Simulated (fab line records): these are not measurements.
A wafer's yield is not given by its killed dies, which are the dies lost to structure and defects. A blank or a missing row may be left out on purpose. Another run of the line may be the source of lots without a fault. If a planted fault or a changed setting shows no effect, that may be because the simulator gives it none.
Which tool was responsible? + flow nand harc + 14 lots with 41 wafers sampled at 3 steps, on a route of 1302 steps

== WHAT THE GAUGES SHOWED, per wafer ==
NHARC_P_CONTACT_CD_MEAS_19. Usual: cd nm 89.6 nm, standard deviation 1.9.
| lot  | measured     | on        | cd nm (nm)     | flag |
|------|--------------|-----------|----------------|------|
| L292 | day 6 14:17  | cd sem-02 | 89.1 90.7 89.9 |      |
| L293 | day 7 03:50  | cd sem-01 | 88.2 88.5 89.6 |      |
| L294 | day 7 10:48  | cd sem-02 | 90.6 91.2 93.1 |      |
| L296 | day 7 22:22  | cd sem-02 | 89.4 92.5 92.5 |      |
| L297 | day 8 08:13  | cd sem-01 | 89.2 92.6 88.5 |      |
| L298 | day 9 01:39  | cd sem-03 | 91.3 90.4 90.5 |      |
| L299 | day 9 04:16  | cd sem-03 | 90.7 89.3 87.7 |      |
| L305 | day 12 06:04 | cd sem-03 | 94.3 91.7      |      |
| L306 | day 12 11:49 | cd sem-03 | 93.2 89.4 91.0 |      |
| L309 | day 13 16:20 | cd sem-03 | 88.0 90.7 89.9 |      |
| L310 | day 14 00:20 | cd sem-02 | 89.8 87.2 87.9 |      |
| L311 | day 14 22:07 | cd sem-02 | 89.6 86.6 91.4 |      |
| L313 | day 15 00:05 | cd sem-01 | 87.9 89.0 85.5 |      |
| L314 | day 15 12:31 | cd sem-03 | 89.7 90.4 88.4 |      |

== EACH LOT AND THE TOOL THAT RAN IT (in order: tool; ch and the chambers of the sampled wafers; start) ==
| lot  | NHARC_P_GATE_STRIP_95                | NHARC_P_CONTACT_PEB_10            |
|------|--------------------------------------|-----------------------------------|
| L292 | plasma asher-01 ch 0,1, day 6 09:56  | litho track-01 ch 0, day 6 13:10  |
| L293 | plasma asher-02 ch 0,1, day 6 22:55  | litho track-06 ch 0, day 7 02:16  |
| L294 | plasma asher-02 ch 0,1, day 7 06:25  | litho track-04 ch 0, day 7 09:37  |
| L296 | plasma asher-01 ch 0,1, day 7 17:53  | litho track-01 ch 0, day 7 21:14  |
| L297 | plasma asher-02 ch 0,1, day 8 03:44  | litho track-01 ch 0, day 8 07:04  |
| L298 | plasma asher-01 ch 1, day 8 21:10    | litho track-04 ch 0, day 9 00:31  |
| L299 | plasma asher-01 ch 0,1, day 8 23:37  | litho track-01 ch 0, day 9 02:59  |
| L305 | plasma asher-01 ch 0,1, day 12 00:40 | litho track-01 ch 0, day 12 04:55 |
| L306 | plasma asher-02 ch 0,1, day 12 07:17 | litho track-01 ch 0, day 12 10:34 |
| L309 | plasma asher-01 ch 0,1, day 13 11:49 | litho track-06 ch 0, day 13 15:11 |
| L310 | plasma asher-02 ch 1, day 13 19:37   | litho track-06 ch 0, day 13 23:13 |
| L311 | plasma asher-02 ch 0,1, day 14 17:29 | litho track-04 ch 0, day 14 20:59 |
| L313 | plasma asher-02 ch 0,1, day 14 19:35 | litho track-04 ch 0, day 14 22:56 |
| L314 | plasma asher-02 ch 0,1, day 15 08:02 | litho track-06 ch 0, day 15 11:23 |
- NHARC_P_GATE_STRIP_95: strips in O2.
- NHARC_P_CONTACT_PEB_10: peb time 65 s.

== WHAT THE TOOLS THEMSELVES READ (means of the sampled wafers that have a number; where no wafer has one, the mark that the record gives instead) ==
NHARC_P_GATE_STRIP_95. Usual: drypump motor current A 5.2 A, standard deviation 0.5; heater power w 314 W, standard deviation 17.
| lot  | tool            | drypump motor current A (A) | heater power w (W) | flag |
|------|-----------------|-----------------------------|--------------------|------|
| L292 | plasma asher-01 | 5.8                         | 288                |      |
| L293 | plasma asher-02 | 4.9                         | 324                |      |
| L294 | plasma asher-02 | 4.9                         | 329                |      |
| L296 | plasma asher-01 | 5.8                         | 291                |      |
| L297 | plasma asher-02 | 4.8                         | 339                |      |
| L298 | plasma asher-01 | 6.1                         | 308                |      |
| L299 | plasma asher-01 | 5.7                         | 307                |      |
| L305 | plasma asher-01 | 5.6                         | 308                |      |
| L306 | plasma asher-02 | 4.9                         | 314                |      |
| L309 | plasma asher-01 | 5.8                         | 308                |      |
| L310 | plasma asher-02 | 5.1                         | 306                |      |
| L311 | plasma asher-02 | 4.8                         | 317                |      |
| L313 | plasma asher-02 | 5.0                         | 309                |      |
| L314 | plasma asher-02 | 4.8                         | 323                |      |

NHARC_P_CONTACT_PEB_10. Usual: plate temp C 99.99 C, standard deviation 0.12.
| lot  | tool           | plate temp C (C) | flag |
|------|----------------|------------------|------|
| L292 | litho track-01 | 100.14           |      |
| L293 | litho track-06 | 100.01           |      |
| L294 | litho track-04 | 99.95            |      |
| L296 | litho track-01 | 99.90            |      |
| L297 | litho track-01 | 99.92            |      |
| L298 | litho track-04 | 99.93            |      |
| L299 | litho track-01 | 99.98            |      |
| L305 | litho track-01 | 100.66           | OFF  |
| L306 | litho track-01 | 100.73           | OFF  |
| L309 | litho track-06 | 99.91            |      |
| L310 | litho track-06 | 99.95            |      |
| L311 | litho track-04 | 99.85            |      |
| L313 | litho track-04 | 100.04           |      |
| L314 | litho track-06 | 99.97            |      |

== THE ANSWER, worked out from the rows above alone ==
Rule: a lot counts as off when the mean over its wafers that have a number is more than 3 standard deviations away from the usual mean. A lot without any number at a reading at which 4 lots or more have one is off too. Where the step has rows for the other lots, those lots are counted as sound. The gauges are gone through in route order, then the tools' own readings, and for those a lot's mean is taken as printed above. The first step at which some lot is off is used, and at that step the reading that is off furthest; a lot without a number counts as furthest.
Off: L305, L306, at NHARC_P_CONTACT_PEB_10 (plate temp C).
A tool fits if, at that step or a process step before it, it ran every lot that is off, and no sound lot after the first of them. One candidate fits, namely litho track-01 at NHARC_P_CONTACT_PEB_10. A fault onset in the window from L299 (day 9 02:59, its last sound lot) to L305 (day 12 04:55, its first lot off) fits.
On the lots that are off, the tool's own readings at NHARC_P_CONTACT_PEB_10 differ by more than 5 times the standard deviation of the sound lots' means, which bears it out; plate temp C reads 100.69 C there versus 99.96 C on the sound lots.

== WHAT WAS PUT IN BY THE SIMULATOR ==
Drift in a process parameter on litho track-01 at NHARC_P_CONTACT_PEB_10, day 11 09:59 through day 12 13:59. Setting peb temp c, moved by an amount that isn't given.
Struck lots among those shown: L305, L306. Same finding as the rule above.
